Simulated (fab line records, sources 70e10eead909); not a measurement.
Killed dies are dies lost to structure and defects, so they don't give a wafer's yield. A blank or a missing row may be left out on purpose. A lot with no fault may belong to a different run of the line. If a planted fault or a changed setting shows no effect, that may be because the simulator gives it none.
Matching of chambers || flow nandHarc || NHARC_A_BLC_STRIP_21 on rieDiel-12: 4 sister chambers
The step strips in O2. 24 wafers are shown with their chamber, then 12 later ones without.

## WAFERS WITH THEIR CHAMBER
{"wafer": "L077.1", "chamber": 0, "drypumpMotorCurrentA (A)": 5.4, "oesProductAu (a.u.)": 1.012, "rfVppV (V)": 59.4}
{"wafer": "L077.4", "chamber": 3, "drypumpMotorCurrentA (A)": 5.9, "oesProductAu (a.u.)": 1.004, "rfVppV (V)": 56.9}
{"wafer": "L077.6", "chamber": 1, "drypumpMotorCurrentA (A)": 6.4, "oesProductAu (a.u.)": 0.998, "rfVppV (V)": 58.0}
{"wafer": "L074.1", "chamber": 3, "drypumpMotorCurrentA (A)": 5.9, "oesProductAu (a.u.)": 1.009, "rfVppV (V)": 59.1}
{"wafer": "L074.5", "chamber": 1, "drypumpMotorCurrentA (A)": 6.4, "oesProductAu (a.u.)": 0.992, "rfVppV (V)": 59.0}
{"wafer": "L074.6", "chamber": 2, "drypumpMotorCurrentA (A)": 5.3, "oesProductAu (a.u.)": 1.008, "rfVppV (V)": 56.4}
{"wafer": "L076.1", "chamber": 0, "drypumpMotorCurrentA (A)": 5.4, "oesProductAu (a.u.)": 1.018, "rfVppV (V)": 58.1}
{"wafer": "L076.2", "chamber": 2, "drypumpMotorCurrentA (A)": 5.3, "oesProductAu (a.u.)": 1.002, "rfVppV (V)": 57.3}
{"wafer": "L076.6", "chamber": 1, "drypumpMotorCurrentA (A)": 6.3, "oesProductAu (a.u.)": 0.992, "rfVppV (V)": 57.9}
{"wafer": "L079.4", "chamber": 3, "drypumpMotorCurrentA (A)": 5.9, "oesProductAu (a.u.)": 1.004, "rfVppV (V)": 57.8}
{"wafer": "L079.5", "chamber": 0, "drypumpMotorCurrentA (A)": 5.4, "oesProductAu (a.u.)": 1.007, "rfVppV (V)": 57.9}
{"wafer": "L079.6", "chamber": 1, "drypumpMotorCurrentA (A)": 6.3, "oesProductAu (a.u.)": 0.993, "rfVppV (V)": 55.9}
{"wafer": "L083.2", "chamber": 1, "drypumpMotorCurrentA (A)": 6.3, "oesProductAu (a.u.)": 0.989, "rfVppV (V)": 57.2}
{"wafer": "L083.3", "chamber": 2, "drypumpMotorCurrentA (A)": 5.3, "oesProductAu (a.u.)": 1.007, "rfVppV (V)": 57.5}
{"wafer": "L083.5", "chamber": 2, "drypumpMotorCurrentA (A)": 5.3, "oesProductAu (a.u.)": 1.011, "rfVppV (V)": 58.1}
{"wafer": "L088.1", "chamber": 3, "drypumpMotorCurrentA (A)": 5.9, "oesProductAu (a.u.)": 1.012, "rfVppV (V)": 58.4}
{"wafer": "L088.2", "chamber": 1, "drypumpMotorCurrentA (A)": 6.4, "oesProductAu (a.u.)": 1.001, "rfVppV (V)": 58.3}
{"wafer": "L088.4", "chamber": 2, "drypumpMotorCurrentA (A)": 5.3, "oesProductAu (a.u.)": 1.004, "rfVppV (V)": 58.4}
{"wafer": "L085.1", "chamber": 0, "drypumpMotorCurrentA (A)": 5.4, "oesProductAu (a.u.)": 1.012, "rfVppV (V)": 56.6}
{"wafer": "L085.2", "chamber": 2, "drypumpMotorCurrentA (A)": 5.4, "oesProductAu (a.u.)": 1.008, "rfVppV (V)": 57.7}
{"wafer": "L085.6", "chamber": 3, "drypumpMotorCurrentA (A)": 5.9, "oesProductAu (a.u.)": 1.006, "rfVppV (V)": 58.2}
{"wafer": "L089.2", "chamber": 1, "drypumpMotorCurrentA (A)": 6.4, "oesProductAu (a.u.)": 0.997, "rfVppV (V)": 56.8}
{"wafer": "L089.4", "chamber": 3, "drypumpMotorCurrentA (A)": 5.9, "oesProductAu (a.u.)": 1.014, "rfVppV (V)": 59.4}
{"wafer": "L089.5", "chamber": 1, "drypumpMotorCurrentA (A)": 6.4, "oesProductAu (a.u.)": 0.990, "rfVppV (V)": 58.7}

SIGNATURES (means of the wafers above)
{"reading": "drypumpMotorCurrentA", "chamber 0": 5.400, "chamber 1": 6.362, "chamber 2": 5.317, "chamber 3": 5.900, "scatter within a chamber": 0.0368}
{"reading": "oesProductAu", "chamber 0": 1.01225, "chamber 1": 0.99400, "chamber 2": 1.00667, "chamber 3": 1.00817, "scatter within a chamber": 0.00403}
{"reading": "rfVppV", "chamber 0": 58.000, "chamber 1": 57.725, "chamber 2": 57.567, "chamber 3": 58.300, "scatter within a chamber": 0.947}
Rule: a wafer lies at a distance from a chamber equal to the root of the sum of squares, over the readings, of (its reading less the chamber's mean, divided by the reading's scatter). If the next closest chamber is less than 2 further off than the closest, the wafer can't be placed; otherwise it belongs to the closest. The scatter: take each reading less its chamber's mean, square it, sum over the shown wafers, divide by the number of wafers less the number of chambers, and take the root.

## WAFERS WITH NO CHAMBER GIVEN
{"wafer": "L094.1", "drypumpMotorCurrentA (A)": 5.4, "oesProductAu (a.u.)": 1.003, "rfVppV (V)": 57.7}
{"wafer": "L094.3", "drypumpMotorCurrentA (A)": 6.4, "oesProductAu (a.u.)": 0.994, "rfVppV (V)": 59.2}
{"wafer": "L094.6", "drypumpMotorCurrentA (A)": 5.4, "oesProductAu (a.u.)": 1.008, "rfVppV (V)": 58.1}
{"wafer": "L090.1", "drypumpMotorCurrentA (A)": 6.3, "oesProductAu (a.u.)": 0.994, "rfVppV (V)": 56.4}
{"wafer": "L090.2", "drypumpMotorCurrentA (A)": 5.4, "oesProductAu (a.u.)": 1.000, "rfVppV (V)": 56.2}
{"wafer": "L090.6", "drypumpMotorCurrentA (A)": 5.3, "oesProductAu (a.u.)": 1.006, "rfVppV (V)": 57.4}
{"wafer": "L086.1", "drypumpMotorCurrentA (A)": 6.4, "oesProductAu (a.u.)": 0.998, "rfVppV (V)": 58.0}
{"wafer": "L086.3", "drypumpMotorCurrentA (A)": 5.9, "oesProductAu (a.u.)": 1.004, "rfVppV (V)": 58.7}
{"wafer": "L086.5", "drypumpMotorCurrentA (A)": 5.3, "oesProductAu (a.u.)": 1.007, "rfVppV (V)": 58.9}
{"wafer": "L096.1", "drypumpMotorCurrentA (A)": 6.3, "oesProductAu (a.u.)": 1.005, "rfVppV (V)": 58.6}
{"wafer": "L096.4", "drypumpMotorCurrentA (A)": 5.4, "oesProductAu (a.u.)": 1.002, "rfVppV (V)": 58.3}
{"wafer": "L096.5", "drypumpMotorCurrentA (A)": 5.9, "oesProductAu (a.u.)": 0.994, "rfVppV (V)": 57.3}

## WHICH CHAMBER EACH WENT THROUGH
{"wafer": "L094.1", "from the rows above": "can't be placed: 0 or 2", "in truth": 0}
{"wafer": "L094.3", "from the rows above": 1, "in truth": 1}
{"wafer": "L094.6", "from the rows above": "can't be placed: 0 or 2", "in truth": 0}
{"wafer": "L090.1", "from the rows above": 1, "in truth": 1}
{"wafer": "L090.2", "from the rows above": "can't be placed: 2 or 0", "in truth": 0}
{"wafer": "L090.6", "from the rows above": 2, "in truth": 2}
{"wafer": "L086.1", "from the rows above": 1, "in truth": 1}
{"wafer": "L086.3", "from the rows above": 3, "in truth": 3}
{"wafer": "L086.5", "from the rows above": "can't be placed: 2 or 0", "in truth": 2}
{"wafer": "L096.1", "from the rows above": 1, "in truth": 1}
{"wafer": "L096.4", "from the rows above": "can't be placed: 0 or 2", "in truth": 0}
{"wafer": "L096.5", "from the rows above": 3, "in truth": 3}
Correct placement for 7 of the 12. Can't be placed from these rows: 5 (the true chamber is among the candidates in 5). 0 placed wrongly.
